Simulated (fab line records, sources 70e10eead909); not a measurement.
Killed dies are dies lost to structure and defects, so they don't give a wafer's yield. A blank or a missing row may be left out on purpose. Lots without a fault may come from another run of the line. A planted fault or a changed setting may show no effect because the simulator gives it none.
Which tool did it? | flow nand_harc | 15 lots, 45 wafers sampled, at 1 step of a route of 1302

WHAT THE GAUGES READ, wafer by wafer
NHARC_A_CONTACT_OVL_MEAS_70. Usual: overlay_x_nm 0.1 nm, standard deviation 0.89; overlay_y_nm 0.1 nm, standard deviation 0.93.
lot  | measured     | on         | overlay_x_nm (nm) | overlay_y_nm (nm) | flag
L422 | day 22 06:32 | overlay-01 | -0.3 0.7 0.3      | 0.5 0.9 0.6       |
L421 | day 22 08:38 | overlay-01 | 0.4 0.1 0.4       | -0.7 0.0 0.1      |
L424 | day 23 05:25 | overlay-01 | -0.4 0.0 0.2      | -1.5 -1.1 -0.9    |
L425 | day 23 16:07 | overlay-02 | 1.2 0.6 1.1       | 0.2 -0.2 -0.3     |
L427 | day 23 20:31 | overlay-02 | 0.7 0.1 0.8       | -0.5 -0.2 -0.3    |
L426 | day 25 00:41 | overlay-02 | 0.5 0.8 0.9       | 1.3 1.8 0.9       |
L428 | day 25 18:50 | overlay-02 | -1.4 -1.4 -1.3    | -0.1 0.2 -0.1     |
L429 | day 25 19:15 | overlay-02 | -0.8 -0.6 -0.6    | -1.0 -0.9 -0.5    |
L430 | day 26 02:11 | overlay-02 | -1.4 -0.1 -0.6    | 0.1 -0.1 0.2      |
L433 | day 26 13:19 | overlay-02 | -1.6 -2.2 -2.1    | 0.9 1.5 1.5       |
L435 | day 27 13:34 | overlay-02 | -0.9 -0.9 -1.4    | 0.2 0.5 0.8       |
L434 | day 27 17:11 | overlay-02 | -0.9 -0.5 -0.6    | 0.0 0.3 0.7       |
L438 | day 28 17:14 | overlay-02 | 0.9 1.0 1.0       | -0.8 -0.7 -0.1    |
L439 | day 28 17:48 | overlay-02 | 0.4 0.4 0.1       | 0.5 0.2 0.1       |
L440 | day 29 12:08 | overlay-01 | 0.4 0.4 0.5       | 1.6 1.3 1.4       |

WHICH TOOL RAN EACH LOT (tool, then ch and the chambers of the sampled wafers, then the start)
The record holds no process step before these readings.

WHAT THE TOOLS THEMSELVES READ (means of the sampled wafers that have a number; where no wafer has one, the mark that the record gives instead)
The record holds no such reading with a usual standard deviation.

THE ANSWER, worked out from the rows above alone
Rule: a lot is off if the mean of its wafers that have a number lies more than 3 standard deviations from the usual mean. A lot without any number at a reading at which 4 lots or more have one is off too. The other lots that the step has rows for count as sound. The gauges are gone through in route order, then the tools' own readings, and for those a lot's mean is taken as printed above. The first step at which some lot is off is used, and at that step the reading that is off furthest; a lot without a number counts as furthest.
No lot is off at any reading shown: from this, nothing can be told.

WHAT THE SIMULATOR HAD PUT IN
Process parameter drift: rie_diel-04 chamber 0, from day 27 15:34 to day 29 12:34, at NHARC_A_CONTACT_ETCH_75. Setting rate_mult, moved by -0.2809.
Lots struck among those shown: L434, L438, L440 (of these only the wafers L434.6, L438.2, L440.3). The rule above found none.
